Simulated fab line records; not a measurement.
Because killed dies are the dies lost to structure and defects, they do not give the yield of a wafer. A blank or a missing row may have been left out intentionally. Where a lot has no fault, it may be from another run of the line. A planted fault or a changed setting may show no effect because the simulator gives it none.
A struck lot beside a sound one | flow n5_finfet | 16 out of 1938 route steps
Sound: these wafers, L563.1, L563.4, L563.5. Struck: wafers L573.1, L573.6 (left out: L573.5, a lot-mate that was not struck); the cause follows at the end.
Per side, at each step with rows, come the tool, then ch with its chambers, and then its first start. Under that, the readings that differ: sound wafers | struck wafers | difference of the means | sigmas: that difference in standard deviations of wafers without a fault.
alike: same words and numbers on both sides, and readings whose means sit less than 2 such deviations apart. not compared: any withheld reading, any reading some wafer has no value for, any bound like >300 that may hide the same value, and any number with overlapping values for which the record gives no deviation.
The two part at a step that has a row with sigmas, a row that says differs or no value, or rows on one side only. Numbers that don't overlap but have no deviation are shown without sigmas and don't part them. A reading that every wafer of one side lacks parts them only if that side has two wafers or more.

N5_HKMG_FIN_STRIP_93: strips SOC in N2/H2, time 20 s.
  sound on rie_diel-03 ch 2,3, day 6 21:05; struck on rie_diel-01 ch 1,2, day 9 08:45
  reading     | sound             | struck      | difference | sigmas
  power_w (W) | 497.5 498.4 497.6 | 499.8 504.4 | +4.3       | +3
  alike: drypump_motor_current_A, oes_product_au, rf_fwd_power_W, rf_vpp_V, showerhead_plenum_p_Torr, throttle_valve_pct
  not compared: rf_hours_counter_h
then, 1 step without rows for these wafers: N5_HKMG_FIN_WET_ETCH_76 (etches Al2O3 in dNH4OH, stops on La2O3, target depth 2.25 nm, rinse time 30 s).
N5_HKMG_FIN_STRIP_60: strips in N2/H2, time 360 s.
  sound on plasma_asher-02 ch 0,1, day 6 21:14; struck on plasma_asher-01 ch 0, day 9 08:54
  reading            | sound       | struck  | difference | sigmas
  heater_power_w (W) | 565 553 546 | 411 402 | -148       | -3
  alike: drypump_motor_current_A
  not compared: rf_hours_counter_h
then, 2 steps without rows for these wafers: N5_HKMG_FIN_WET_ETCH_77 (etches La2O3 in dHCl, stops on HfO2, target depth 2 nm); N5_HKMG_FIN_WET_ETCH_78 (etches Al2O3 in dNH4OH, stops on La2O3, target depth 4.5 nm, rinse time 30 s).
N5_HKMG_FIN_ALD_79: deposits TiN, target thk 1.5 nm, pulse time 1 s, purge time 3 s.
  sound on ald_metal-02 ch 1,3, day 6 21:43; struck on ald_metal-04 ch 1,3, day 9 09:25
  alike: chamber_pressure_Torr, heater_power_w, precursor_pulse_height_rel
  not compared: ald_cycles
N5_HKMG_FIN_CVD_62: deposits a-Si from Si2H6, target thk 3 nm, time 20.8 s.
  sound on thermal_cvd_si-02 ch 0,1, day 6 22:05; struck on thermal_cvd_si-01 ch 1,2, day 9 09:47
  alike: chamber_pressure_Torr, heater_power_w
then, 5 steps without rows for these wafers: N5_HKMG_FIN_RTA_80 (time 2 s); N5_HKMG_FIN_PRECLEAN_64 (cleans in dHF, time 30 s); N5_HKMG_FIN_WET_ETCH_65 (etches a-Si in TMAH, stops on TiN, time 49 s, target depth 3 nm); N5_HKMG_FIN_WET_ETCH_81 (etches TiN in SC1, stops on HfO2, time 57 s, target depth 6 nm); N5_HKMG_FIN_WET_ETCH_82 (etches La2O3 in dHCl, stops on HfO2, target depth 2 nm, rinse time 30 s).
N5_HKMG_FIN_ALD_36: deposits TiN, target thk 1 nm, pulse time 1 s, purge time 3 s.
  sound on ald_metal-02 ch 0,2, day 6 22:45; struck on ald_metal-01 ch 1, day 9 10:14
  reading    | sound    | struck | difference | sigmas
  ald_cycles | 47 47 47 | 49 49  | +2         |
  alike: chamber_pressure_Torr, heater_power_w, precursor_pulse_height_rel
N5_HKMG_FIN_THK_MEAS_70: measures by xrf.
  struck on film_metro-02, day 9 10:31; sound on film_metro-01, day 6 23:02
  alike: HK_THK
-- record jumps: 5 days separate the struck wafers' starts on either side; left off in module HKMG_FIN, taken up again in module BEOL_M4, whose first shown step is the route's number 1111 --
N5_BEOL_M4_RC_MEAS_101:
  sound on prober-01 ch 0, day 11 00:50; struck on prober-01 ch 0, day 14 05:52
  reading       | sound       | struck  | difference | sigmas
  ION_P (uA/um) | 456 469 468 | 484 476 | +16        | +2
  alike: DIBL_N, DIBL_P, IOFF_N, IOFF_P, ION_N, SS_N, SS_P, VT_N, VT_P
-- the record jumps here: 5 days lie between the struck wafers' starts before and after (it left off in module BEOL_M4 and takes up again in module PASSIVATION, whose first step shown is number 1936 of the route) --
N5_PASSIVATION_PROBE_49:
  struck on prober-02, day 18 20:28; sound on prober-01, day 15 06:24
  alike: defect_limited_yield, killed_at_M0_to_M3, killed_at_M4_up, killed_at_contacts, killed_at_front_end, killed_at_other, killed_dies, killed_on_rim, killed_open, killed_short, sort_bin_5_function, sort_bin_6_memory, sort_n_pass, sort_yield_pct

== WHERE THEY PART ==
Earliest at N5_HKMG_FIN_STRIP_93; latest, in this record, at N5_BEOL_M4_RC_MEAS_101. Later steps at which nothing parts them and some readings are alike: N5_PASSIVATION_PROBE_49.

WHY: what the simulator had put in
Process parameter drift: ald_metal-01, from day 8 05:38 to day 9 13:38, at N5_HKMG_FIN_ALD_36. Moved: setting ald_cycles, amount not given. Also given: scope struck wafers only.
